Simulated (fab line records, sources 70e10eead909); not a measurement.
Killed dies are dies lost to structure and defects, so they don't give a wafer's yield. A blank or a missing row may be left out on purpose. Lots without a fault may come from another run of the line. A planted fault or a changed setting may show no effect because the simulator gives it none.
Chamber matching | flow nand_harc | NHARC_P_BONDPAD_ACTIVATE_29 on rie_diel-13: 4 sister chambers
The step chemistry N2, time 60 s. 8 wafers are shown with their chamber, then 12 later ones without.

WAFERS WITH THEIR CHAMBER
wafer  | chamber | showerhead_plenum_p_Torr (Torr) | drypump_motor_current_A (A)
L253.2 | 2       | 1.65                            | 5.80
L254.1 | 1       | 1.75                            | 5.64
L254.4 | 2       | 1.65                            | 5.82
L256.5 | 0       | 1.83                            | 5.54
L259.1 | 0       | 1.82                            | 5.56
L257.1 | 3       | 1.78                            | 5.29
L257.3 | 1       | 1.75                            | 5.65
L257.5 | 3       | 1.78                            | 5.32

WAFERS WITHOUT THEIR CHAMBER
wafer  | showerhead_plenum_p_Torr (Torr) | drypump_motor_current_A (A)
L258.1 | 1.75                            | 5.61
L258.5 | 1.78                            | 5.29
L258.6 | 1.83                            | 5.53
L263.1 | 1.75                            | 5.64
L263.2 | 1.65                            | 5.85
L263.3 | 1.82                            | 5.59
L266.3 | 1.82                            | 5.51
L266.5 | 1.78                            | 5.31
L266.6 | 1.65                            | 5.79
L268.3 | 1.65                            | 5.82
L268.4 | 1.77                            | 5.29
L268.6 | 1.77                            | 5.31

WHICH CHAMBER EACH WENT THROUGH
wafer  | from the rows above | in truth
L258.1 | 1                   | 1
L258.5 | 3                   | 3
L258.6 | 0                   | 0
L263.1 | 1                   | 1
L263.2 | 2                   | 2
L263.3 | 0                   | 0
L266.3 | 0                   | 0
L266.5 | 3                   | 3
L266.6 | 2                   | 2
L268.3 | 2                   | 2
L268.4 | 3                   | 3
L268.6 | 3                   | 3
Placed correctly: 12 of 12. Can't be placed from these rows: 0. Placed wrongly: 0.
How it was worked out, from the rows above alone: a wafer's distance from a chamber is the root of the sum, over the readings, of the square of ((its reading less the chamber's mean) divided by the reading's scatter). The wafer belongs to the nearest chamber; if the next one is less than 2 further off, it can't be placed. A chamber's mean is the mean of its shown wafers. The scatter: the root of (the sum of the squares of (reading less its chamber's mean) over the shown wafers, divided by (wafers less chambers)).
